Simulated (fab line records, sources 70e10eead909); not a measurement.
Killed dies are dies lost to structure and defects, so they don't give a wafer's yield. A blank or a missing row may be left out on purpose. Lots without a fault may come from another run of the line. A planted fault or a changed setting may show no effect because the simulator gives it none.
A struck lot beside a sound one | flow nand_harc | 20 steps out of a route of 1302
Sound: wafers L877.1, L877.3, L877.4. Struck: wafers L882.1, L882.4, L882.6. The cause comes at the end.
At each step with rows: each side's tool, then ch and its chambers, then its first start. Under that, the readings that differ: sound wafers | struck wafers | difference of the means | sigmas: that difference in standard deviations of wafers without a fault.
alike: readings whose means differ by less than 2 such deviations, and words and numbers that are the same on both sides. not compared: withheld readings, readings that some wafer has no value for, bounds like >300 that may hide the same value, and numbers for which the record gives no deviation and whose values overlap.
The two part at a step that has a row with sigmas, a row that says differs or no value, or rows on one side only. Numbers that don't overlap but have no deviation are shown without sigmas and don't part them. A reading that every wafer of one side lacks parts them only if that side has two wafers or more.

NHARC_P_ZERO_WELL_CD_MEAS_37: target cd 720 nm.
  sound on cd_sem-02 ch 0, day 2 10:34; struck on cd_sem-02 ch 0, day 4 12:12
  alike: cd_nm
then, 1 step without rows for these wafers: NHARC_P_ZERO_WELL_HARDBAKE_38 (time 80 s).
NHARC_P_ZERO_WELL_DESCUM_39: chemistry O2, time 3 s.
  sound on rie_diel-06 ch 0,1,2, day 2 10:44; struck on rie_diel-06 ch 0,1,3, day 4 14:45
  alike: drypump_motor_current_A, oes_product_au, rf_vpp_V, showerhead_plenum_p_Torr, throttle_valve_pct
  not compared: rf_hours_counter_h
then, 9 steps without rows for these wafers: NHARC_P_ZERO_WELL_IMPLANT_40; NHARC_P_ZERO_WELL_IMPLANT_59; NHARC_P_ZERO_WELL_IMPLANT_60; NHARC_P_ZERO_WELL_STRIP_41 (strips in SPM, time 840 s); NHARC_P_ZERO_WELL_DEHYDRATE_44 (time 120 s); NHARC_P_ZERO_WELL_HMDS_45 (time 30 s); NHARC_P_ZERO_WELL_COAT_46; NHARC_P_ZERO_WELL_SOFTBAKE_47 (time 95 s); NHARC_P_ZERO_WELL_EBR_48.
NHARC_P_ZERO_WELL_EXPOSE_49: exposes mask P HVPW, target cd 2000 nm.
  sound on krf_scanner-04 ch 0, day 2 11:56; struck on krf_scanner-04 ch 0, day 4 15:58
  reading              | sound                | struck               | difference | sigmas
  exposure_dose_mJ_cm2 | 22.593 22.619 22.606 | 21.249 21.222 21.236 | -1.370     | -62
  alike: mask
then, 2 steps without rows for these wafers: NHARC_P_ZERO_WELL_PEB_50 (peb time 85 s); NHARC_P_ZERO_WELL_DEVELOP_51 (time 70 s).
NHARC_P_ZERO_WELL_CD_MEAS_52: target cd 2000 nm.
  sound on cd_sem-03 ch 0, day 2 12:05; struck on cd_sem-01 ch 0, day 4 16:07
  reading    | sound                | struck               | difference | sigmas
  cd_nm (nm) | 1999.1 2000.0 1999.7 | 1990.2 1988.1 1988.6 | -10.6      | -5
then, 1 step without rows for these wafers: NHARC_P_ZERO_WELL_HARDBAKE_53 (time 80 s).
NHARC_P_ZERO_WELL_DESCUM_54: chemistry O2, time 3 s.
  sound on rie_diel-06 ch 1,2,3, day 2 12:16; struck on rie_diel-11 ch 1,3, day 4 16:17
  reading                      | sound          | struck         | difference | sigmas
  model.P_ZERO_WELL.cd_nm (nm) | 1999 1999 1999 | 1991 1987 1988 | -10        |
  alike: drypump_motor_current_A, oes_product_au, rf_vpp_V, showerhead_plenum_p_Torr, throttle_valve_pct
  not compared: rf_hours_counter_h
then, 2 steps without rows for these wafers: NHARC_P_ZERO_WELL_IMPLANT_55; NHARC_END_SORT_01.

WHERE THEY PART
First at NHARC_P_ZERO_WELL_EXPOSE_49; last, within this record, at NHARC_P_ZERO_WELL_CD_MEAS_52. Later steps at which nothing parts them and some readings are alike: NHARC_P_ZERO_WELL_DESCUM_54.

WHY: what the simulator had put in
Process parameter drift: krf_scanner-04, from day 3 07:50 on, at NHARC_P_ZERO_WELL_EXPOSE_49. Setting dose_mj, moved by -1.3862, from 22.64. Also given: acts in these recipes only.
